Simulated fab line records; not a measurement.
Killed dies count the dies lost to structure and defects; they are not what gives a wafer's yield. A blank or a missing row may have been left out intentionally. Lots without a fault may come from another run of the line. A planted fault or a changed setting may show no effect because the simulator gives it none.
fab line records | flow n5-finfet
[record] lots = 4 | wafers = 12 | last-day = 17
route steps=1938 shown MOL_CONTACT_COAG@525 BEOL_M4@1111 PASSIVATION@1936
lots that met no fault: taken from a fault-free run of the same line
start-h: hours from the record's opening day to when the first of the lot's shown wafers began | wait-h: how many hours have passed since the lot's step before this one | " identical to the entry in the row above | L1.1+2: several wafers, shown together as one row | - no value, or no start was given | * or withheld: withheld | < > ~ a bound
route shown NAME@n: names a module that has steps shown in the file, with the first one's number in the route | usual: mean and standard deviation over wafers with no fault | same: alike in all rows | chamber/n: place in a boat | sites: per-site readings | _std_site: the values' standard deviation | _edge_site: outer sites' mean less inner sites' | radius-mm: for every site, how far away it sits from the centre of the wafer | mask NAME#n: copy n | behind: the last tool/chamber to shape the wafer | hold: the reason the lot was held/the length of the hold in hours/how it ended | device: the n, p or np transistor that did not switch | end of line: tests of these same wafers at the route's end | for a step that has no rows: nothing shown but its recipe | killed: dies lost to structure and defects at the first sort, not the wafer's yield | map: a wafer's dies, marking killed ones x, the rest . and places with no die _
set.NAME: the setting the step ran with; set.NAME@STEP: the setting that earlier step ran with | model.NAME: the simulator's own value behind a step, which no gauge read
lots seen at some steps along the route; tables by step, rows by wafer
services: when a tool's chamber went out of use (start-h, in hours from the record's first day, below 0 if earlier), for how many hours, and the reason
[[steps]]
[step N5_MOL_CONTACT_COAG_DEVELOP_07]
[recipe] develop-time-s = 30 | developer = TMAH | resist = CAR-EUV | rinse-liquid = surfactant-rinse | dry = air-spin | dev-temp-c = 23
[step N5_MOL_CONTACT_COAG_DESCUM_13]
[recipe] chemistry = O2 | time-s = 7 | source-power-w = 50 | bias-power-w = 20 | pressure-mtorr = 20 | rf-frequency-hz = 2.712e+07 | temp-c = 40 | resist = CAR-EUV | o2-flow-sccm = 225
[step N5_MOL_CONTACT_COAG_ETCH_59]
[recipe] chemistry = N2/H2 | target = underlayer | target-depth-a = 130 | mask-material = CAR-EUV | time-s = 10.4 | ion-energy-ev = 200 | pressure-mtorr = 30 | source-w = 840 | bias-w = 150 | n2-flow-sccm = 200 | h2-flow-sccm = 200 | ends = cleared
[step N5_MOL_CONTACT_COAG_ETCH_105]
[recipe] chemistry = CF4 | target = SiARC | target-depth-a = 156 | mask-material = CAR-EUV | time-s = 26 | ion-energy-ev = 80 | pressure-mtorr = 40 | source-w = 545 | bias-w = 36 | Ar_flow_sccm = 100 | cf4-flow-sccm = 100 | ends = cleared
[step N5_MOL_CONTACT_COAG_ETCH_106]
[recipe] chemistry = N2/H2 | target = SOC | target-depth-a = 800 | overetch-a = 160 | mask-material = SiARC | temp-c = 40 | time-s = 120 | ion-energy-ev = 200 | pressure-mtorr = 30 | source-w = 840 | bias-w = 150 | n2-flow-sccm = 200 | h2-flow-sccm = 200
[step N5_MOL_CONTACT_COAG_STRIP_107]
[recipe] chemistry = N2/H2 | temp-c = 40 | n2-flow-sccm = 200 | h2-flow-sccm = 200 | rf-frequency-hz = 6e+07
[step N5_MOL_CONTACT_COAG_STRIP_108]
[recipe] chemistry = N2/H2 | temp-c = 40 | n2-flow-sccm = 200 | h2-flow-sccm = 200 | rf-frequency-hz = 6e+07
[step N5_MOL_CONTACT_COAG_CONTACT_ETCH_14]
[recipe] chemistry = C4F6/O2 | target = SiO2 | target-depth-a = 275 | overetch-a = 85 | mask-material = SOC | pressure-mtorr = 30 | source-w = 370 | bias-w = 185 | Ar_flow_sccm = 300 | C4F6_flow_sccm = 16 | O2_flow_sccm = 10 | time-s = 20 | ion-energy-ev = 259.6
[step N5_MOL_CONTACT_COAG_STRIP_109]
[recipe] chemistry = C4F6/O2 | resist = SiARC | rf-frequency-hz = 6e+07
[step N5_MOL_CONTACT_COAG_ETCH_15]
[recipe] chemistry = CH3F/O2 | target = SiNx | target-depth-a = 70 | mask-material = SOC | stop-on = Si:P | over-etch-frac = 0.75 | ion-energy-ev = 120 | pressure-mtorr = 30 | source-w = 395 | bias-w = 73 | Ar_flow_sccm = 150 | CH3F_flow_sccm = 30 | O2_flow_sccm = 20
[usual] drypump-motor-current-A = 5.9/0.46 | oes-product-au = 0.57/0.055 | over-etch-frac = 0.75/0 | rf-fwd-power-W = 391.7/1.5 | rf-vpp-V = 296/4.7 | showerhead-plenum-p-Torr = 2.02/0.053 | throttle-valve-pct = 16.42/0.22
lot.wafer | tool        | chamber | start-h | wait-h | drypump-motor-current-A | oes-product-au | over-etch-frac | rf-fwd-power-W | rf-hours-counter-h | rf-vpp-V | showerhead-plenum-p-Torr | throttle-valve-pct | model.SOC_of_MOL_CONTACT_COAG_COAT_103.thk-nm
L999.1    | rie-diel-01 | 3       | 136.79  | 0.0    | 6.7                     | 0.52           | 0.75           | 391.9          | 215                | 302      | 2.07                     | 16.67              | 75.2
L999.3    | "           | 1       | "       | "      | 6.2                     | 0.63           | 0.75           | 393.5          | 57                 | 303      | 2.03                     | 16.41              | 74.8
L999.6    | "           | 2       | "       | "      | 5.6                     | 0.58           | 0.75           | 391.5          | -                  | 297      | 1.92                     | 16.32              | 75
L101.2    | rie-diel-01 | 1       | 151.46  | 0.0    | 6.1                     | 0.56           | 1.2603         | 393.1          | 62                 | 303      | 2.03                     | 16.40              | 74.2
L101.3    | "           | 3       | "       | "      | 6.6                     | 0.46           | 1.2603         | 389.9          | 220                | 303      | 2.07                     | 16.67              | 74.2
L101.4    | "           | 2       | "       | "      | 5.6                     | 0.52           | 1.2603         | 394.0          | 96                 | 298      | 1.92                     | 16.32              | 74.6
L103.2    | rie-diel-01 | 1       | 163.11  | 0.0    | 6.2                     | 0.56           | 1.2603         | 395.4          | 67                 | 303      | 2.03                     | 16.41              | 74.4
L103.4    | "           | 0       | "       | "      | 5.9                     | 0.48           | 1.2603         | 391.4          | 164                | 292      | 1.91                     | 16.18              | 74.4
L103.6    | "           | 0       | "       | "      | 5.9                     | 0.49           | 1.2603         | 390.7          | -                  | 291      | 1.91                     | 16.18              | 74.6
L114.1    | rie-diel-04 | 2       | 226.49  | 0.0    | 6.0                     | 0.57           | 0.75           | 393.5          | 118                | 296      | 2.01                     | 16.12              | 75
L114.2    | "           | 3       | "       | "      | 5.6                     | 0.71           | 0.75           | 391.2          | 7                  | 302      | 2.06                     | 16.40              | 75
L114.4    | "           | 0       | "       | "      | 5.3                     | 0.51           | 0.75           | 390.1          | 220                | 287      | 1.98                     | 16.43              | 75
[step N5_MOL_CONTACT_COAG_ETCH_110]
[recipe] chemistry = CF4/O2 | target = Si | target-depth-a = 25 | time-s = 8 | pressure-mtorr = 100 | source-w = 200 | bias-w = 12 | ion-energy-ev = 60 | Ar_flow_sccm = 100 | cf4-flow-sccm = 100 | O2_flow_sccm = 10
[usual] drypump-motor-current-A = 5.9/0.46 | oes-product-au = 0.78/0.078 | rf-fwd-power-W = 198.1/0.73 | rf-vpp-V = 126.8/2.3 | showerhead-plenum-p-Torr = 2.24/0.055 | throttle-valve-pct = 10.80/0.22
lot.wafer | tool        | chamber | start-h | wait-h | drypump-motor-current-A | oes-product-au | rf-fwd-power-W | rf-hours-counter-h | rf-vpp-V | showerhead-plenum-p-Torr | throttle-valve-pct | model.SOC_of_MOL_CONTACT_COAG_COAT_103.thk-nm
L999.1    | rie-diel-01 | 3       | 136.85  | 0.0    | 6.6                     | 0.71           | 197.6          | 215                | 130.8    | 2.29                     | 11.13              | 73.6
L999.3    | "           | 1       | "       | "      | 6.2                     | 0.87           | 199.0          | 57                 | 130.4    | 2.26                     | 10.71              | 73.2
L999.6    | "           | 2       | "       | "      | 5.6                     | 0.79           | 198.8          | -                  | 126.2    | 2.14                     | 10.66              | 73.6
L101.2    | rie-diel-01 | 1       | 151.52  | 0.0    | 6.2                     | 0.86           | 199.0          | 62                 | 130.5    | 2.26                     | 10.74              | 72.6
L101.3    | "           | 3       | "       | "      | 6.7                     | 0.71           | 197.8          | 220                | 128.5    | 2.29                     | 11.14              | 72.8
L101.4    | "           | 2       | "       | "      | 5.6                     | 0.78           | 198.6          | 96                 | 128.9    | 2.14                     | 10.69              | 73.2
L103.2    | rie-diel-01 | 1       | 163.17  | 0.0    | 6.2                     | 0.86           | 198.5          | 67                 | 130.1    | 2.26                     | 10.73              | 72.8
L103.4    | "           | 0       | "       | "      | 5.9                     | 0.74           | 198.8          | 164                | 125.0    | 2.13                     | 10.68              | 73
L103.6    | "           | 0       | "       | "      | 5.9                     | 0.74           | 198.7          | -                  | 125.7    | 2.13                     | 10.67              | 73.2
L114.1    | rie-diel-04 | 2       | 226.55  | 0.0    | 5.9                     | 0.76           | 197.8          | 118                | 127.5    | 2.23                     | 10.52              | 73.6
L114.2    | "           | 3       | "       | "      | 5.6                     | 0.98           | 196.7          | 7                  | 130.3    | 2.29                     | 10.64              | 73.4
L114.4    | "           | 0       | "       | "      | 5.3                     | 0.70           | 197.9          | 220                | 123.5    | 2.20                     | 10.89              | 73.6
[step N5_MOL_CONTACT_COAG_STRIP_98]
[recipe] chemistry = N2/H2 | power-w = 500 | temp-c = 40 | pressure-mtorr = 50 | rf-frequency-hz = 6e+07 | overash-fraction = 0.3 | bias-power-w = 8 | h2-frac = 0.5 | n2-flow-sccm = 300 | h2-flow-sccm = 300
[step N5_BEOL_M4_RC_MEAS_101]
[usual] DIBL_N = 36.1/1.6 | DIBL_P = 35.8/2.1 | IOFF_N = 0.16/0.031 | IOFF_P = 0.21/0.034 | ION_N = 673/12 | ION_P = 461/7.2 | SS_N = 71.4/0.59 | SS_P = 73.3/0.63 | VT_N = 250/3.1 | VT_P = -250/3.3
lot.wafer | tool      | chamber | start-h | wait-h | DIBL_N[mV/V] | DIBL_P[mV/V] | IOFF_N[nA/um] | IOFF_P[nA/um] | ION_N[uA/um] | ION_P[uA/um] | SS_N[mV/dec] | SS_P[mV/dec] | VT_N[mV] | VT_P[mV]
L999.1    | prober-01 | 0       | 228.01  | 0.0    | 35.2         | 32.7         | 0.12          | 0.17          | 651          | 461          | 71.4         | 72.8         | 254      | -250
L999.3    | "         | 0       | "       | "      | 37.4         | 36.5         | 0.15          | 0.23          | 669          | 462          | 72.1         | 73.6         | 250      | -247
L999.6    | "         | 0       | "       | "      | 37.4         | 37.6         | 0.16          | 0.24          | 682          | 472          | 71.1         | 73.5         | 251      | -248
L101.2    | prober-01 | 0       | 235.11  | 0.2    | 35.3         | 36.0         | 0.14          | 0.18          | 667          | 459          | 70.9         | 73.3         | 252      | -253
L101.3    | "         | 0       | "       | "      | 33.1         | 32.4         | 0.11          | 0.14          | 661          | 449          | 70.6         | 72.2         | 254      | -256
L101.4    | "         | 0       | "       | "      | 36.2         | 36.8         | 0.15          | 0.19          | 670          | 457          | 70.8         | 72.1         | 251      | -255
L103.2    | prober-01 | 0       | 250.93  | 0.2    | 34.7         | 33.3         | 0.13          | 0.17          | 663          | 452          | 71.2         | 72.7         | 251      | -255
L103.4    | "         | 0       | "       | "      | 33.9         | 32.5         | 0.13          | 0.16          | 677          | 461          | 70.8         | 72.7         | 249      | -252
L103.6    | "         | 0       | "       | "      | 35.7         | 35.2         | 0.16          | 0.21          | 687          | 476          | 71.6         | 73.3         | 248      | -249
L114.1    | prober-02 | 0       | 310.03  | 0.0    | 31.9         | 32.8         | 0.13          | 0.16          | 671          | 454          | 70.8         | 72.9         | 252      | -254
L114.2    | "         | 0       | "       | "      | 35.8         | 37.0         | 0.17          | 0.21          | 682          | 467          | 71.5         | 73.8         | 249      | -247
L114.4    | "         | 0       | "       | "      | 36.3         | 36.9         | 0.19          | 0.21          | 677          | 462          | 72.1         | 74.2         | 245      | -249
[step N5_PASSIVATION_PROBE_49]
[usual] defect-limited-yield = 91.0/1.5 | killed_at_M0_to_M3 = 35/11 | killed_at_M4_up = 13/6 | killed-at-contacts = 14/6.5 | killed-at-front-end = 40/12 | killed-at-other = 4/3.4 | killed-dies = 106/18 | killed-open = 68/14 | killed-short = 35/7.7 | sort_bin_5_function = 5.2/0.98 | sort_bin_6_memory = 3.4/0.72 | sort-n-pass = 1074/18 | sort-yield-pct = 91.0/1.5
[same] gross-dies = 1180 | killed-at-back-side = 0 | sort_bin_4_leakage[%] = 0 | sort_bin_8_speed[%] = 0
lot.wafer | tool      | chamber | start-h | wait-h | defect-limited-yield[%] | killed_at_M0_to_M3 | killed_at_M4_up | killed-at-contacts | killed-at-front-end | killed-at-other | killed-dies | killed-open | killed-short | sort_bin_5_function[%] | sort_bin_6_memory[%] | sort-n-pass | sort-yield-pct[%]
L999.1    | prober-01 | -       | 335.55  | 0.0    | 91.9                    | 30                 | 4               | 7                  | 50                  | 5               | 96          | 55          | 38           | 4.9                    | 2.6                  | 1084        | 91.9
L999.3    | prober-01 | -       | 335.65  | 0.1    | 88.2                    | 31                 | 18              | 12                 | 66                  | 12              | 139         | 88          | 48           | 6.7                    | 4.5                  | 1041        | 88.2
L999.6    | prober-01 | -       | 335.80  | 0.3    | 87.2                    | 28                 | 15              | 24                 | 74                  | 10              | 151         | 107         | 43           | 7.2                    | 5.2                  | 1029        | 87.2
L101.2    | prober-02 | -       | 337.79  | 0.1    | 91.0                    | 28                 | 19              | 10                 | 44                  | 5               | 106         | 74          | 32           | 4.8                    | 4.0                  | 1074        | 91.0
L101.3    | prober-02 | -       | 337.84  | 0.1    | 94.2                    | 16                 | 13              | 10                 | 30                  | 0               | 69          | 43          | 23           | 3.1                    | 2.7                  | 1111        | 94.2
L101.4    | prober-02 | -       | 337.89  | 0.2    | 90.8                    | 32                 | 20              | 9                  | 44                  | 4               | 109         | 65          | 44           | 6.0                    | 2.9                  | 1071        | 90.8
L103.2    | prober-01 | -       | 357.12  | 0.1    | 90.8                    | 37                 | 14              | 12                 | 43                  | 2               | 108         | 77          | 29           | 5.6                    | 3.2                  | 1072        | 90.8
L103.4    | prober-01 | -       | 357.22  | 0.2    | 88.3                    | 36                 | 15              | 40                 | 42                  | 5               | 138         | 98          | 37           | 6.5                    | 4.9                  | 1042        | 88.3
L103.6    | prober-01 | -       | 357.32  | 0.3    | 93.0                    | 21                 | 11              | 18                 | 28                  | 5               | 83          | 50          | 32           | 4.3                    | 2.7                  | 1097        | 93.0
L114.1    | prober-01 | -       | 407.77  | 0.3    | 90.7                    | 46                 | 3               | 9                  | 50                  | 2               | 110         | 66          | 41           | 4.8                    | 4.1                  | 1070        | 90.7
L114.2    | prober-01 | -       | 407.82  | 0.4    | 91.7                    | 40                 | 8               | 24                 | 25                  | 1               | 98          | 64          | 34           | 4.7                    | 3.4                  | 1082        | 91.7
L114.4    | prober-01 | -       | 407.92  | 0.5    | 91.7                    | 36                 | 16              | 14                 | 28                  | 4               | 98          | 68          | 25           | 5.4                    | 2.9                  | 1082        | 91.7
// killed by level:class
L999.1 BEOL_M1:geometric-particle:open=10 STI_FIN_REVEAL:geometric-particle:open=8 FIN_SAQP:geometric-particle:short=6 BEOL_M0_SAQP:geometric-particle:short=6 MOL_CONTACT_COAG:geometric-particle:open=5 FIN_SAQP:geometric-particle:open=4 BEOL_M0_SAQP:geometric-particle:open=4 BEOL_M1:geometric-particle:short=4
L999.3 FIN_SAQP:geometric-particle:open=16 STI_FIN_REVEAL:geometric-particle:open=14 MOL_CONTACT_COAG:geometric-particle:open=11 FIN_SAQP:geometric-particle:short=9 BEOL_M0_SAQP:geometric-particle:open=8 BEOL_M4:geometric-particle:open=8 BEOL_M0_SAQP:geometric-particle:short=6 MIM_TOP_ETCH:geometric-particle:short=5
L999.6 FIN_SAQP:geometric-particle:open=20 MOL_CONTACT_COAG:geometric-particle:open=19 FIN_SAQP:geometric-particle:short=18 STI_FIN_REVEAL:geometric-particle:open=11 GATE_CUT:geometric-particle:open=8 BEOL_M1:geometric-particle:open=7 BEOL_M0_SAQP:geometric-particle:short=6 DUMMY_GATE:geometric-particle:open=5
L101.2 DUMMY_GATE:geometric-particle:open=11 MOL_CONTACT_COAG:geometric-particle:open=9 FIN_SAQP:geometric-particle:open=8 FIN_SAQP:geometric-particle:short=8 BEOL_M0_SAQP:geometric-particle:short=7 BEOL_M1:geometric-particle:open=7 STI_FIN_REVEAL:geometric-particle:open=6 BEOL_M0:geometric-particle:open=5
L101.3 BEOL_M1:geometric-particle:open=10 MOL_CONTACT_COAG:geometric-particle:open=6 STI_FIN_REVEAL:geometric-particle:open=5 DUMMY_GATE:geometric-particle:open=5 FIN_SAQP:geometric-particle:open=4 FIN_SAQP:geometric-particle:short=4 BEOL_M4:geometric-particle:short=4 ILD0:geometric-particle:short=3
L101.4 BEOL_M4:geometric-particle:short=12 FIN_SAQP:geometric-particle:short=10 FIN_SAQP:geometric-particle:open=9 BEOL_M0_SAQP:geometric-particle:open=9 STI_FIN_REVEAL:geometric-particle:open=8 MOL_CONTACT_COAG:geometric-particle:open=8 BEOL_M1:geometric-particle:open=8 BEOL_M0_SAQP:geometric-particle:short=6
L103.2 STI_FIN_REVEAL:geometric-particle:open=16 BEOL_M2:geometric-particle:open=12 MOL_CONTACT_COAG:geometric-particle:open=11 BEOL_M4:geometric-particle:open=10 BEOL_M0_SAQP:geometric-particle:open=6 STI_FIN_REVEAL:geometric-particle:short=6 BEOL_M3:geometric-particle:open=6 BEOL_M0_SAQP:geometric-particle:short=5
L103.4 MOL_CONTACT_COAG:geometric-particle:open=31 BEOL_M2:geometric-particle:open=10 FIN_SAQP:geometric-particle:open=9 MOL_CONTACT_COAG:geometric-particle:short=9 GATE_CUT:geometric-particle:short=8 DUMMY_GATE:geometric-particle:open=7 GATE_CUT:geometric-particle:open=7 BEOL_M0_SAQP:geometric-particle:open=7
L103.6 MOL_CONTACT_COAG:geometric-particle:open=15 GATE_CUT:geometric-particle:short=9 FIN_SAQP:geometric-particle:short=5 BEOL_M0:geometric-particle:open=5 BEOL_M4:geometric-particle:open=4 MIM_TOP_ETCH:geometric-particle:short=4 FIN_SAQP:geometric-particle:open=3 MOL_CONTACT_COAG:geometric-particle:short=3
L114.1 FIN_SAQP:geometric-particle:open=19 BEOL_M0_SAQP:geometric-particle:short=18 MOL_CONTACT_COAG:geometric-particle:open=9 STI_FIN_REVEAL:geometric-particle:open=8 BEOL_M0_SAQP:geometric-particle:open=8 BEOL_M2:geometric-particle:open=7 FIN_SAQP:geometric-particle:short=6 BEOL_M1:geometric-particle:open=6
L114.2 MOL_CONTACT_COAG:geometric-particle:open=19 BEOL_M2:geometric-particle:open=13 BEOL_M0_SAQP:geometric-particle:short=10 BEOL_M0_SAQP:geometric-particle:open=6 FIN_SAQP:geometric-particle:open=5 FIN_SAQP:geometric-particle:short=5 STI_FIN_REVEAL:geometric-particle:open=5 MOL_CONTACT_COAG:geometric-particle:short=5
L114.4 BEOL_M0_SAQP:geometric-particle:open=12 MOL_CONTACT_COAG:geometric-particle:open=9 FIN_SAQP:geometric-particle:open=8 BEOL_M4:geometric-particle:open=7 STI_FIN_REVEAL:geometric-particle:open=6 BEOL_M3:geometric-particle:open=6 BEOL_M1:geometric-particle:open=5 BEOL_M2:geometric-particle:open=5
[[services]]
tool        | chamber | start-h | hours | kind
rie-diel-04 | 3       | 149.90  | 3.7   | repair
rie-diel-04 | 3       | 174.05  | -     | clean
rie-diel-04 | 3       | 174.05  | -     | consumable-replace:focus-ring
rie-diel-04 | 3       | 174.05  | 32.0  | scheduled-down
rie-diel-04 | 3       | 174.05  | 32.0  | vent-cycle
rie-diel-04 | 0       | 192.97  | 14.7  | repair
[[key]]
[first-sign] step = N5_MOL_CONTACT_COAG_ETCH_15 | reading = over-etch-frac | direction = up | sigmas = 99+ | usual = 0.75 | struck = 1.2603
effect none on later readings
[model-effect] step = N5_MOL_CONTACT_COAG_ETCH_15 | value = SOC_of_MOL_CONTACT_COAG_COAT_103.thk-nm | without = 75.4 | struck = 74.4
[model-effect] step = N5_MOL_CONTACT_COAG_ETCH_110 | value = SOC_of_MOL_CONTACT_COAG_COAT_103.thk-nm | without = 73.9 | struck = 72.93
met-at N5_MOL_CONTACT_COAG_ETCH_15
struck-wafers L101.2,L101.3,L101.4,L103.2,L103.4,L103.6
onset-between 136.79 151.46
[fault] kind = process-parameter-drift | tool = rie-diel-01 | chamber = - | onset-h = 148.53 | steps = N5_MOL_CONTACT_COAG_ETCH_15 | channel = over-etch-frac | offset = 0.51027 | shape = step | end-h = 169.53 | acts-in = these-recipes-only | stated = 0.75
